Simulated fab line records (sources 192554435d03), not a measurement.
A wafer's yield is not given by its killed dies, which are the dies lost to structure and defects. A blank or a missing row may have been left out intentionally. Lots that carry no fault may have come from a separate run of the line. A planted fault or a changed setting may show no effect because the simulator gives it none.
One fault seen from 2 desks | flow n5-finfet | each desk has only its own numbers; what lay behind them comes last

THE METROLOGY DESK
What the gauges read, lot by lot, whatever tool the lot ran on: means of the sampled wafers that have a number. If a lot's mean is further than 4 standard deviations from the usual mean, the lot is out of limits and carries the mark OUT (the distance appears in the brackets). Only the readings that lie furthest out on some lot appear, 7 of the 10 it has.
Columns: A = DIBL_N at N5_BEOL_M4_RC_MEAS_101, usual 36.3 mV/V; B = DIBL_P at N5_BEOL_M4_RC_MEAS_101, usual 36.5 mV/V; C = IOFF_N at N5_BEOL_M4_RC_MEAS_101, usual 0.16 nA/um; D = IOFF_P at N5_BEOL_M4_RC_MEAS_101, usual 0.21 nA/um; E = ION_N at N5_BEOL_M4_RC_MEAS_101, usual 675 uA/um; F = ION_P at N5_BEOL_M4_RC_MEAS_101, usual 462 uA/um; G = SS_P at N5_BEOL_M4_RC_MEAS_101, usual 73.3 mV/dec
lot  | first seen here | A    | B    | C    | D    | E   | F   | G
L734 | day 7 15:19     | 35.6 | 36.8 | 0.15 | 0.20 | 665 | 453 | 72.9
L744 | day 10 07:11    | 35.3 | 36.7 | 0.16 | 0.23 | 685 | 470 | 74.0
L746 | day 10 15:01    | 37.8 | 38.4 | 0.20 | 0.26 | 681 | 465 | 74.1
L756 | day 13 10:29    | 38.9 | 38.2 | 0.21 | 0.22 | 691 | 462 | 74.0
This desk's verdict: no lot among the 4 shows anything out of limits.

DESK OF THE TOOL OWNER: litho-track-02
The tool's own readings at N5_BEOL_M2_COAT_61 (time 60 s, resist thk 60 nm): means of the sampled wafers that have a number, for each lot that ran on this tool. If a lot's mean is further than 4 standard deviations from the usual mean, the lot is out of limits and carries the mark OUT (the distance appears in the brackets).
Columns: A = spin-speed-rpm at N5_BEOL_M2_COAT_61, usual 1500.0 rpm
lot  | first seen here | A
L734 | day 6 07:08     | 1500.4
L744 | day 8 23:51     | 1418.1 (-82) OUT
L746 | day 9 13:44     | 1417.0 (-83) OUT
This desk's verdict: out of limits on L744, L746, starting with L744 at day 8 23:51 (spin-speed-rpm at N5_BEOL_M2_COAT_61). In limits: L734.

PUT TOGETHER
At day 8 23:51, on L744, L746, the tool owner's desk was in a position to raise an alarm.
Metrology desk: nothing out of limits seen.
The metrology desk has L744, L746 on record, within its limits.
All the named lots went through N5_BEOL_M2_COAT_61 on litho-track-02.

WHAT THE SIMULATOR HAD PUT IN
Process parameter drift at N5_BEOL_M2_COAT_61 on litho-track-02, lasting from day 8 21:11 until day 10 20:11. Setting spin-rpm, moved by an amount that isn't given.
Shown lots that were struck: L744, L746.
Each desk's first reading out of limits, in hours after the fault started: the tool owner's desk, 3.
